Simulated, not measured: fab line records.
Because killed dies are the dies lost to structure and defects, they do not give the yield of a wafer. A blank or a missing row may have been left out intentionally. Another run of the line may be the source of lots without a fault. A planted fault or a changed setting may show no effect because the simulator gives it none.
Problem report, 8D (eight disciplines) form, completed by code :: flow nand-harc :: the parts of the form that need people (team, actions taken, sign-off) are left out

1. THE PROBLEM
At NHARC_A_SLIT_ETCH_24, oes-product-au averages 0.868 a.u. over 3 wafers from 2 lots, while fault-free wafers read 0.964 a.u., standard deviation 0.015. Relative to the usual mean, that is a shift of -6.4 standard deviations.
The step: etches the open film in CF4/CHF3, target depth 121 nm, time 60.5 s.
The first sign was on wafer L318.1 at day 17 02:59, on rie-diel-06. Wafers with a number at this step in the record: 16, from 6 lots. Rule for "out" (also "out of limits"): further than 4 standard deviations from the usual mean. The rest of the wafers with a number are treated as sound.

2. WHAT IT IS AND WHAT IT IS NOT
question: which readings at this step
is: oes-product-au
is not: drypump-motor-current-A, rf-vpp-V, showerhead-plenum-p-Torr, throttle-valve-pct

question: which lots
is: L318, L320
is not: L314, L315, L324, L332

question: which wafers of those lots
is: L318.1, L318.6, L320.5
is not: L318.4

question: read on which tools
is: rie-diel-06
is not: rie-diel-07, rie-diel-12

question: when
is: from day 17 02:59
is not: up to then (7 sound wafers); but 6 sound wafers of L324, L332 came after

3. SUSPECTS, AND WHAT RULES EACH OUT
Counting: a tool at a process step up to the reading stays a suspect if it ran every lot that is out. Sound lots after the first of them don't rule it out here, since some wafers of a struck lot are sound.
- rie-diel-06 at NHARC_A_SLIT_DESCUM_14 (chemistry O2, time 3 s): kept. It ran every lot that is out, first L318 (day 17 02:54).
- rie-diel-06 at NHARC_A_SLIT_ETCH_24 (etches the open film in CF4/CHF3, target depth 121 nm, time 60.5 s): kept. It ran every lot that is out, first L318 (day 17 02:59). Its own readings are out on those wafers: oes-product-au.
- The sound lot-mates ran in chamber 1 of rie-diel-06 at NHARC_A_SLIT_ETCH_24, but the wafers that are out ran in chamber 3.
The count leaves rie-diel-06 at NHARC_A_SLIT_ETCH_24 and rie-diel-06 at NHARC_A_SLIT_DESCUM_14.

4. THE CAUSE (what the simulator had put in)
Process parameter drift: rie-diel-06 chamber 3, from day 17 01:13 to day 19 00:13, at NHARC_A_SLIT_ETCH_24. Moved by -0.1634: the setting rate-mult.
Counting leaves 2 suspects; this tool is one of them.

5. THE CHAIN OF EFFECTS, in route order
Each row: a reading where the mean over the struck wafers with a number is more than 3 standard deviations away from the usual. Only readings whose record carries a usual standard deviation are examined. hours: median over the lots of the time between each lot's start at the first step of this table that gives one and its start at this step. sigmas: the change, counted in usual standard deviations.
hours: 0
step: NHARC_A_SLIT_ETCH_24
reading: oes-product-au
usual: 0.964 a.u.
on struck wafers: 0.868
change: -0.096
sigmas: -6.4
Its process steps:
- NHARC_A_SLIT_ETCH_24: etches the open film in CF4/CHF3, target depth 121 nm, time 60.5 s.
Later steps that measure or inspect, where all struck wafers having a row at the step show a number for every such reading and not one has moved that far: NHARC_END_SORT_01.

6. WHAT WOULD HAVE CAUGHT IT SOONER
2 hours passed between the start of the fault at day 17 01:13 and the first reading out of limits in this record, taken at day 17 02:59.
